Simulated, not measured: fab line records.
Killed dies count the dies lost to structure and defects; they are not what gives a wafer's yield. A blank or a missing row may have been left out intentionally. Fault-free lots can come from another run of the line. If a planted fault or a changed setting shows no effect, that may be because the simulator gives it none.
Which tool was responsible? + flow nandHarc + 36 wafers sampled from 12 lots at 1 step of a route of 1302

## WHAT THE GAUGES READ, wafer by wafer
NHARC_P_M2_OVL_MEAS_10: pitch 340 nm. Usual: overlayXNm 0.0 nm, standard deviation 1; overlayYNm 0.0 nm, standard deviation 1.1.
| lot  | measured     | on         | overlayXNm (nm) | overlayYNm (nm) | flag |
|------|--------------|------------|-----------------|-----------------|------|
| L728 | day 6 17:42  | overlay-02 | -0.3 -1.2 -0.2  | 0.4 0.6 0.1     |      |
| L729 | day 6 20:23  | overlay-02 | 0.2 0.0 -0.4    | -1.2 -1.1 -1.0  |      |
| L732 | day 7 22:32  | overlay-02 | -0.5 -0.3 -0.6  | 0.7 1.1 0.8     |      |
| L731 | day 7 23:00  | overlay-02 | -1.0 -0.8 -0.9  | 1.4 1.4 1.9     |      |
| L733 | day 8 14:07  | overlay-02 | 0.9 0.2 0.4     | -2.2 -2.1 -2.3  |      |
| L734 | day 9 01:34  | overlay-02 | 1.2 1.3 1.4     | 0.7 0.6 1.1     |      |
| L735 | day 9 09:29  | overlay-01 | -0.5 -0.4 -0.5  | 1.2 0.7 0.6     |      |
| L736 | day 9 20:41  | overlay-02 | 0.4 0.8 0.9     | -1.1 -1.1 -1.0  |      |
| L740 | day 11 06:49 | overlay-01 | 0.2 0.8 0.6     | -0.7 -0.5 -0.2  |      |
| L743 | day 12 09:55 | overlay-02 | 0.7 0.3 1.0     | -0.6 -0.6 -0.5  |      |
| L746 | day 13 20:09 | overlay-02 | 1.0 1.0 0.3     | 0.7 1.0 0.9     |      |
| L751 | day 16 07:11 | overlay-02 | -0.8 -0.7 -1.2  | 0.0 -0.3 0.0    |      |

## TOOL THAT RAN EACH LOT (tool first, then ch and the chambers of the sampled wafers, then the start)
Record: no process step prior to these readings.

## AS READ BY THE TOOLS THEMSELVES (means over the sampled wafers that have a number; for cases with no such wafer, the mark the record gives instead)
The record holds no such reading with a usual standard deviation.

## THE ANSWER, worked out from the rows above alone
Rule: take the mean of a lot's wafers that have a number; if it is more than 3 standard deviations from the usual mean, the lot is off. A lot without any number at a reading at which 4 lots or more have one is off too. Any other lot the step has rows for is counted as sound. Order of review: gauges by route order, followed by the tools' own readings, for which a lot's mean as printed above is used. At the first step where some lot is off, the reading lying furthest off is the one used; lots without a number count as furthest.
No lot is off on any of the readings shown, so nothing can be concluded from this.

## WHAT WAS PUT IN BY THE SIMULATOR
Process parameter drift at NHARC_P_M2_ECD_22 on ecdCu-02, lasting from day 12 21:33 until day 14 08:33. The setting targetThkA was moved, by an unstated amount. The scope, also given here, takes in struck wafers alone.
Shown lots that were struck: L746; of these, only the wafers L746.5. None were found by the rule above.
